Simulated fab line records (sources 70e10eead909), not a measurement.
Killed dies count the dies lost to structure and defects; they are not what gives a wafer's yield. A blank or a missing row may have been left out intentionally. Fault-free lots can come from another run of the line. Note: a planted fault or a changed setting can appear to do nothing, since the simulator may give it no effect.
Matching of chambers ; flow nand-harc ; 4 sister chambers for NHARC_P_ZERO_WELL_DESCUM_26 on rie-diel-13
The step chemistry O2, time 3 s. 8 wafers are shown with their chamber, then 8 later ones without.

## WAFERS WITH THEIR CHAMBER
wafer;chamber;drypump-motor-current-A (A);rf-vpp-V (V)
L079.3;0;6.3;56.3
L082.2;3;5.8;58.6
L086.5;2;6.0;57.4
L086.6;1;5.6;58.8
L087.2;2;5.9;56.5
L087.3;0;6.2;58.4
L087.5;3;5.8;59.5
L092.1;1;5.6;58.2

## WAFERS WITHOUT THEIR CHAMBER
wafer;drypump-motor-current-A (A);rf-vpp-V (V)
L092.2;5.9;58.0
L092.4;6.3;57.7
L093.3;5.8;58.8
L093.5;5.8;59.2
L093.6;6.3;58.2
L097.1;5.9;58.6
L097.2;6.3;57.6
L097.4;5.6;57.1

## EACH ONE'S CHAMBER
wafer;from the rows above;in truth
L092.2;can't be placed: 2 or 3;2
L092.4;0;0
L093.3;3;3
L093.5;3;3
L093.6;0;0
L097.1;can't be placed: 3 or 2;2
L097.2;0;0
L097.4;1;1
6 of 8 placed correctly. Unplaceable from these rows: 2, with the true chamber sitting among the candidates in 2. Number placed wrongly: 0.
How it was worked out, from the rows above alone: a wafer's distance from a chamber is the root of the sum, over the readings, of the square of ((its reading less the chamber's mean) divided by the reading's scatter). The wafer belongs to the nearest chamber; if the next one is less than 2 further off, it can't be placed. A chamber's mean is the mean of its shown wafers. How the scatter is found: for the shown wafers, subtract from each reading the mean of its chamber, square and add these, divide the total by (wafers less chambers), then take the root.
